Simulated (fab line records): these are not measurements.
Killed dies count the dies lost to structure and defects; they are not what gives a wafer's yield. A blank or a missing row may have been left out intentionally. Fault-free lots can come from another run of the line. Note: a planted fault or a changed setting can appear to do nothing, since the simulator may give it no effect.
Which tool was responsible?	flow n5_finfet	15 lots with 44 wafers sampled at 3 steps, on a route of 1938 steps

## WHAT THE GAUGES SHOWED, per wafer
N5_BEOL_M11_THK_MEAS_01.
lot	measured	on	M11_ILD_THK (nm)
L525	day 10 01:52	film_metro-01	269 268 270
L526	day 10 12:42	film_metro-01	261 273
L528	day 11 14:28	film_metro-01	267 277 269
L530	day 11 14:32	film_metro-01	265 276 271
L531	day 12 04:48	film_metro-02	274 272 271
L536	day 12 20:46	film_metro-01	267 275 275
L535	day 13 04:23	film_metro-01	263 269 273
L539	day 13 16:26	film_metro-01	265 267 271
L541	day 14 02:56	film_metro-02	267 269 276
L543	day 14 09:45	film_metro-01	268 271 271
L540	day 14 10:38	film_metro-02	266 268 268
L546	day 15 06:12	film_metro-02	266 271 274
L545	day 15 07:55	film_metro-02	264 266 270
L548	day 15 21:03	film_metro-01	269 263 269
L547	day 16 02:19	film_metro-02	273 270 269

N5_BEOL_M11_INSPECT_13: inspects for defects (brightfield).
lot	measured	on	raw_defect_count
L525	day 10 03:06	defect_inspect-02	577 508 441
L526	day 10 14:56	defect_inspect-01	634 400
L528	day 11 18:28	defect_inspect-01	198 248 303
L530	day 11 18:31	defect_inspect-01	502 410 598
L531	day 12 06:17	defect_inspect-02	449 468 417
L536	day 12 22:21	defect_inspect-01	449 673 878
L535	day 13 05:28	defect_inspect-01	521 413 420
L539	day 13 18:04	defect_inspect-01	543 398 397
L541	day 14 07:40	defect_inspect-02	497 446 553
L543	day 14 11:45	defect_inspect-02	435 511 410
L540	day 14 12:04	defect_inspect-02	339 431 543
L546	day 15 08:19	defect_inspect-01	457 360 353
L545	day 15 08:49	defect_inspect-02	462 399 500
L548	day 16 00:04	defect_inspect-02	460 303 485
L547	day 16 04:43	defect_inspect-01	321 377 334

N5_BEOL_M11_CD_MEAS_18: pitch 140 nm, target cd 70 nm.
lot	measured	on	cd_nm (nm)
L525	day 10 03:38	cd_sem-02	68.6 69.9 69.3
L526	day 10 15:36	cd_sem-03	70.7 70.3
L528	day 11 18:58	cd_sem-01	69.9 68.9 69.5
L530	day 11 19:06	cd_sem-02	69.4 69.0 69.7
L531	day 12 06:47	cd_sem-03	70.4 70.6 71.2
L536	day 12 22:51	cd_sem-01	71.0 69.0 69.1
L535	day 13 06:21	cd_sem-03	70.3 70.4 69.4
L539	day 13 19:09	cd_sem-03	70.3 70.1 70.1
L541	day 14 08:17	cd_sem-01	71.7 69.9 69.9
L543	day 14 12:19	cd_sem-02	69.5 68.4 69.6
L540	day 14 12:35	cd_sem-03	69.5 69.6 69.4
L546	day 15 08:56	cd_sem-02	69.6 70.9 70.9
L545	day 15 09:23	cd_sem-02	71.3 70.2 69.3
L548	day 16 00:34	cd_sem-02	69.0 70.1 71.8
L547	day 16 05:17	cd_sem-01	69.9 69.8 69.9

## WHICH TOOL RAN EACH LOT (tool, then ch and the chambers of the sampled wafers, then the start)
No process step before these readings appears in the record.

## AS READ BY THE TOOLS THEMSELVES (means over the sampled wafers that have a number; for cases with no such wafer, the mark the record gives instead)
The record holds no such reading with a usual standard deviation.

## THE ANSWER, worked out from the rows above alone
Rule: the usual values come from the lots themselves. The widest of any qualifying gaps counts: lots, ordered by their means at a reading, are off when they make up no more than a third of the lots, leave a main group of 4 or more, and stand apart from it by 3 or more times the standard deviation of that group's means. A main group whose means are all the same, to the digits that the tables above print for the reading, isn't used. A lot without any number at a reading at which 4 lots or more have one is off too. Any other lot the step has rows for is counted as sound. The gauges are gone through in route order, then the tools' own readings, and for those a lot's mean is taken as printed above. The first step at which some lot is off is used, and at that step the reading that is off furthest; a lot without a number counts as furthest.
No lot is off at any reading shown: from this, nothing can be told.

## WHAT THE SIMULATOR HAD PUT IN
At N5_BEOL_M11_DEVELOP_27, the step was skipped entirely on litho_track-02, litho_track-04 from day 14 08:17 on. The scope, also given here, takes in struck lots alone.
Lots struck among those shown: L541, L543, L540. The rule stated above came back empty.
